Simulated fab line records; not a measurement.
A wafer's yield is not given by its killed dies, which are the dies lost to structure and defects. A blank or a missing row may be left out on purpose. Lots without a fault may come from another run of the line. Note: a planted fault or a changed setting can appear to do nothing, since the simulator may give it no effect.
Which tool did it? || flow nand-harc || 36 wafers from 12 lots sampled at 3 of the route's 1159 steps

== WHAT THE GAUGES SHOWED, per wafer ==
NHARC_P_ZERO_WELL_CD_MEAS_11: the cd target is 500 nm. Usual: 499.5 nm for cd-nm, sd 2.5.
{"lot": "L387", "measured": "day 1 19:16", "on": "cd-sem-03", "cd-nm (nm)": "500.6 499.2 496.0", "flag": ""}
{"lot": "L388", "measured": "day 2 01:23", "on": "cd-sem-03", "cd-nm (nm)": "499.2 501.5 498.0", "flag": ""}
{"lot": "L390", "measured": "day 2 13:23", "on": "cd-sem-03", "cd-nm (nm)": "501.6 502.4 502.5", "flag": ""}
{"lot": "L391", "measured": "day 2 19:16", "on": "cd-sem-03", "cd-nm (nm)": "497.0 499.9 497.3", "flag": ""}
{"lot": "L392", "measured": "day 3 01:22", "on": "cd-sem-03", "cd-nm (nm)": "497.5 500.7 498.3", "flag": ""}
{"lot": "L394", "measured": "day 3 13:28", "on": "cd-sem-03", "cd-nm (nm)": "501.0 498.2 497.7", "flag": ""}
{"lot": "L395", "measured": "day 3 19:13", "on": "cd-sem-01", "cd-nm (nm)": "503.2 498.0 499.2", "flag": ""}
{"lot": "L396", "measured": "day 4 01:14", "on": "cd-sem-01", "cd-nm (nm)": "499.8 500.6 497.6", "flag": ""}
{"lot": "L398", "measured": "day 4 13:21", "on": "cd-sem-02", "cd-nm (nm)": "499.6 497.4 498.8", "flag": ""}
{"lot": "L403", "measured": "day 5 19:14", "on": "cd-sem-02", "cd-nm (nm)": "496.3 502.1 499.3", "flag": ""}
{"lot": "L407", "measured": "day 6 19:14", "on": "cd-sem-01", "cd-nm (nm)": "480.3 499.0 495.0", "flag": "OFF"}
{"lot": "L408", "measured": "day 7 01:07", "on": "cd-sem-01", "cd-nm (nm)": "503.3 501.0 503.5", "flag": ""}

NHARC_P_ZERO_WELL_INSPECT_43. Usual: 13 for raw-defect-count, sd 6.8.
{"lot": "L387", "measured": "day 2 01:46", "on": "defect-inspect-01", "raw-defect-count": "8 13 13", "flag": ""}
{"lot": "L388", "measured": "day 2 07:47", "on": "defect-inspect-01", "raw-defect-count": "13 10 8", "flag": ""}
{"lot": "L390", "measured": "day 2 19:51", "on": "defect-inspect-01", "raw-defect-count": "12 9 10", "flag": ""}
{"lot": "L391", "measured": "day 3 01:45", "on": "defect-inspect-02", "raw-defect-count": "5 16 5", "flag": ""}
{"lot": "L392", "measured": "day 3 07:42", "on": "defect-inspect-02", "raw-defect-count": "10 6 6", "flag": ""}
{"lot": "L394", "measured": "day 3 19:58", "on": "defect-inspect-02", "raw-defect-count": "15 30 13", "flag": ""}
{"lot": "L395", "measured": "day 4 01:18", "on": "defect-inspect-02", "raw-defect-count": "2 11 9", "flag": ""}
{"lot": "L396", "measured": "day 4 07:26", "on": "defect-inspect-02", "raw-defect-count": "11 16 17", "flag": ""}
{"lot": "L398", "measured": "day 4 19:47", "on": "defect-inspect-01", "raw-defect-count": "12 16 10", "flag": ""}
{"lot": "L403", "measured": "day 6 01:38", "on": "defect-inspect-01", "raw-defect-count": "26 14 12", "flag": ""}
{"lot": "L407", "measured": "day 7 01:27", "on": "defect-inspect-02", "raw-defect-count": "20 6 9", "flag": ""}
{"lot": "L408", "measured": "day 7 07:26", "on": "defect-inspect-01", "raw-defect-count": "20 23 11", "flag": ""}

== WHICH TOOL RAN EACH LOT (tool, then ch and the chambers of the sampled wafers, then the start) ==
{"lot": "L387", "NHARC_P_ZERO_WELL_PEB_09": "litho-track-02 ch 0, day 1 19:10"}
{"lot": "L388", "NHARC_P_ZERO_WELL_PEB_09": "litho-track-02 ch 0, day 2 01:19"}
{"lot": "L390", "NHARC_P_ZERO_WELL_PEB_09": "litho-track-07 ch 0, day 2 13:18"}
{"lot": "L391", "NHARC_P_ZERO_WELL_PEB_09": "litho-track-07 ch 0, day 2 19:10"}
{"lot": "L392", "NHARC_P_ZERO_WELL_PEB_09": "litho-track-02 ch 0, day 3 01:17"}
{"lot": "L394", "NHARC_P_ZERO_WELL_PEB_09": "litho-track-02 ch 0, day 3 13:22"}
{"lot": "L395", "NHARC_P_ZERO_WELL_PEB_09": "litho-track-03 ch 0, day 3 19:08"}
{"lot": "L396", "NHARC_P_ZERO_WELL_PEB_09": "litho-track-07 ch 0, day 4 01:09"}
{"lot": "L398", "NHARC_P_ZERO_WELL_PEB_09": "litho-track-07 ch 0, day 4 13:16"}
{"lot": "L403", "NHARC_P_ZERO_WELL_PEB_09": "litho-track-07 ch 0, day 5 19:09"}
{"lot": "L407", "NHARC_P_ZERO_WELL_PEB_09": "litho-track-07 ch 0, day 6 19:10"}
{"lot": "L408", "NHARC_P_ZERO_WELL_PEB_09": "litho-track-03 ch 0, day 7 01:02"}
- NHARC_P_ZERO_WELL_PEB_09: peb time 80 s.

== AS READ BY THE TOOLS THEMSELVES (means over the sampled wafers that have a number; for cases with no such wafer, the mark the record gives instead) ==
NHARC_P_ZERO_WELL_PEB_09. Usual: heater-power-total-W 189.8 W, standard deviation 0.79; resist-line-temp-C 22.99 C, standard deviation 0.088.
{"lot": "L387", "tool": "litho-track-02", "heater-power-total-W (W)": 190.0, "resist-line-temp-C (C)": 23.14, "flag": ""}
{"lot": "L388", "tool": "litho-track-02", "heater-power-total-W (W)": 190.9, "resist-line-temp-C (C)": 23.02, "flag": ""}
{"lot": "L390", "tool": "litho-track-07", "heater-power-total-W (W)": 189.6, "resist-line-temp-C (C)": 22.87, "flag": ""}
{"lot": "L391", "tool": "litho-track-07", "heater-power-total-W (W)": 189.8, "resist-line-temp-C (C)": 23.02, "flag": ""}
{"lot": "L392", "tool": "litho-track-02", "heater-power-total-W (W)": 189.8, "resist-line-temp-C (C)": 22.90, "flag": ""}
{"lot": "L394", "tool": "litho-track-02", "heater-power-total-W (W)": 190.1, "resist-line-temp-C (C)": 22.93, "flag": ""}
{"lot": "L395", "tool": "litho-track-03", "heater-power-total-W (W)": 189.2, "resist-line-temp-C (C)": 22.97, "flag": ""}
{"lot": "L396", "tool": "litho-track-07", "heater-power-total-W (W)": 189.3, "resist-line-temp-C (C)": 23.03, "flag": ""}
{"lot": "L398", "tool": "litho-track-07", "heater-power-total-W (W)": 190.4, "resist-line-temp-C (C)": 23.01, "flag": ""}
{"lot": "L403", "tool": "litho-track-07", "heater-power-total-W (W)": 190.2, "resist-line-temp-C (C)": 23.02, "flag": ""}
{"lot": "L407", "tool": "litho-track-07", "heater-power-total-W (W)": 204.9, "resist-line-temp-C (C)": 23.15, "flag": "OFF"}
{"lot": "L408", "tool": "litho-track-03", "heater-power-total-W (W)": 189.5, "resist-line-temp-C (C)": 22.93, "flag": ""}

== THE ANSWER, worked out from the rows above alone ==
Rule: lot off if the mean of its wafers having a number is beyond 3 standard deviations from the usual mean. Also off: a lot with no number at a reading for which 4 or more lots have one. The other lots that the step has rows for count as sound. First the gauges in route order, then the tools' own readings, where a lot's mean is used as printed above. At the first step where some lot is off, the reading lying furthest off is the one used; lots without a number count as furthest.
Off, at NHARC_P_ZERO_WELL_CD_MEAS_11 on cd-nm: L407.
If a tool, at a process step before that reading, ran all the lots that are off and no sound lot after the first of them, it fits. Not tried: the gauges at NHARC_P_ZERO_WELL_CD_MEAS_11; whatever is off there is also off at NHARC_P_ZERO_WELL_PEB_09, on other tools, and gauge error can't account for it. One fits: litho-track-07 at NHARC_P_ZERO_WELL_PEB_09. A fault onset in the window from L403 (day 5 19:09, its last sound lot) to L407 (day 6 19:10, its first lot off) fits.
The tool's own readings at NHARC_P_ZERO_WELL_PEB_09 bear it out: on the lots that are off they differ by more than 5 times the standard deviation of the sound lots' means. heater-power-total-W reads 204.9 W there against 189.9 W on the sound lots.

== WHAT THE SIMULATOR PUT IN ==
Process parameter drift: litho-track-07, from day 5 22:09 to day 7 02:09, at NHARC_P_ZERO_WELL_PEB_09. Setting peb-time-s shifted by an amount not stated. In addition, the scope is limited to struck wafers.
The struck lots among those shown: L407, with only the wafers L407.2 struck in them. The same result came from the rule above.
